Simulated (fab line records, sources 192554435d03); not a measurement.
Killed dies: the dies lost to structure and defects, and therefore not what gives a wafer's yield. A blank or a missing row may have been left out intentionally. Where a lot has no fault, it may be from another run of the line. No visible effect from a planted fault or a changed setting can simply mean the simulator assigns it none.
Which tool was responsible? | flow n5_finfet | 11 lots with 33 wafers sampled at 3 steps, on a route of 1938 steps

WHAT THE GAUGES SHOWED, per wafer
N5_PASSIVATION_INSPECT_64: inspects for defects (macro).
lot  | measured     | on                | raw_defect_count
L882 | day 13 04:37 | defect_inspect-02 | 4 3 1
L888 | day 14 18:06 | defect_inspect-02 | 0 4 1
L886 | day 14 22:16 | defect_inspect-02 | 1 2 3
L889 | day 15 04:10 | defect_inspect-02 | 4 0 0
L887 | day 15 12:16 | defect_inspect-01 | 0 1 2
L890 | day 15 13:23 | defect_inspect-01 | 3 1 1
L891 | day 15 19:00 | defect_inspect-01 | 1 3 2
L893 | day 16 13:44 | defect_inspect-02 | 3 3 0
L895 | day 16 19:54 | defect_inspect-01 | 1 3 2
L901 | day 17 10:05 | defect_inspect-01 | 1 1 4
L900 | day 18 04:04 | defect_inspect-01 | 2 4 1

EACH LOT AND THE TOOL THAT RAN IT (in order: tool; ch and the chambers of the sampled wafers; start)
lot  | N5_BEOL_M15_SPUTTER_45       | N5_PASSIVATION_AL_DEP_21
L882 | pvd_sputter-01, day 12 19:02 | pvd_sputter-01, day 13 03:58
L888 | pvd_sputter-02, day 14 06:49 | pvd_sputter-03, day 14 17:34
L886 | pvd_sputter-01, day 14 13:22 | pvd_sputter-03, day 14 21:44
L889 | pvd_sputter-03, day 14 18:11 | pvd_sputter-01, day 15 03:38
L887 | pvd_sputter-03, day 15 01:09 | pvd_sputter-01, day 15 11:37
L890 | pvd_sputter-03, day 15 02:40 | pvd_sputter-02, day 15 12:44
L891 | pvd_sputter-01, day 15 07:52 | pvd_sputter-03, day 15 18:21
L893 | pvd_sputter-01, day 16 01:22 | pvd_sputter-01, day 16 13:13
L895 | pvd_sputter-03, day 16 04:52 | pvd_sputter-02, day 16 19:23
L901 | pvd_sputter-01, day 16 20:21 | pvd_sputter-02, day 17 09:26
L900 | pvd_sputter-01, day 17 16:01 | pvd_sputter-02, day 18 03:32
- N5_BEOL_M15_SPUTTER_45: material Cu, target thk 100 nm, time 16.67 s.
- N5_PASSIVATION_AL_DEP_21: deposits Al, target thk 2800 nm, time 170 s.

THE ANSWER, worked out from the rows above alone
Rule: what is usual is taken from the lots themselves. The widest of any qualifying gaps counts: lots, ordered by their means at a reading, are off when they make up no more than a third of the lots, leave a main group of 4 or more, and stand apart from it by 3 or more times the standard deviation of that group's means. If all means in a main group match to the digits the tables above print for the reading, that group is not used. A lot without any number at a reading at which 4 lots or more have one is off too. Any other lot the step has rows for is counted as sound.
Nothing can be told from this: no lot is off at any reading shown.

WHAT HAD BEEN PUT IN BY THE SIMULATOR
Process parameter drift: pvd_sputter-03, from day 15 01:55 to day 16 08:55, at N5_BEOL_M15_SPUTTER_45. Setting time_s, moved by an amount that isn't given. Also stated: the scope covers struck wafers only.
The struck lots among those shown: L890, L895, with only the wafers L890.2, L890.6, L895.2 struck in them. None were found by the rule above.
